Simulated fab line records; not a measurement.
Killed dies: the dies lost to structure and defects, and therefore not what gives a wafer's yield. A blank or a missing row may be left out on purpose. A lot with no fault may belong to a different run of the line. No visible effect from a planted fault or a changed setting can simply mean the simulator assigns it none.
Chamber matching | flow nand_harc | NHARC_A_CHANNEL_FILL_D1_ALD_16 on ald_hk-02: 4 sister chambers
The step deposits SiO2, target thk 1.5 nm, pulse time 10 s, ald cycles 15. 8 wafers are shown with their chamber, then 7 later ones without.

EACH WAFER AND ITS CHAMBER
wafer  | chamber | heater_power_w (W) | precursor_pulse_height_rel
L080.3 | 3       | 444                | 0.969
L081.5 | 0       | 480                | 0.995
L081.6 | 1       | 561                | 1.023
L082.3 | 2       | 435                | 1.050
L082.5 | 1       | 551                | 0.993
L082.6 | 0       | 493                | 1.020
L084.2 | 2       | 426                | 0.997
L084.4 | 3       | 452                | 0.988

WAFERS WITHOUT THEIR CHAMBER
wafer  | heater_power_w (W) | precursor_pulse_height_rel
L084.6 | 448                | 1.025
L090.2 | 446                | 1.019
L090.5 | 454                | 0.987
L090.6 | 429                | 0.961
L091.2 | 527                | 1.039
L091.3 | 442                | 0.981
L091.6 | 464                | 1.034

EACH ONE'S CHAMBER
wafer  | from the rows above          | in truth
L084.6 | can't be placed: 3 or 2      | 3
L090.2 | can't be placed: 3 or 2      | 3
L090.5 | 3                            | 3
L090.6 | can't be placed: 2 or 3      | 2
L091.2 | can't be placed: 1 or 0      | 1
L091.3 | can't be placed: 3 or 2      | 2
L091.6 | can't be placed: 3 or 0 or 2 | 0
1 of 7 placed correctly. From these rows, 6 cannot be placed; in 6 the true chamber is one of the candidates. Wrongly placed: 0.
How it was worked out, from the rows above alone: a wafer's distance from a chamber is the root of the sum, over the readings, of the square of ((its reading less the chamber's mean) divided by the reading's scatter). If the next closest chamber is less than 2 further off than the closest, the wafer can't be placed; otherwise it belongs to the closest. The mean given for a chamber averages the wafers shown for that chamber. How the scatter is found: for the shown wafers, subtract from each reading the mean of its chamber, square and add these, divide the total by (wafers less chambers), then take the root.
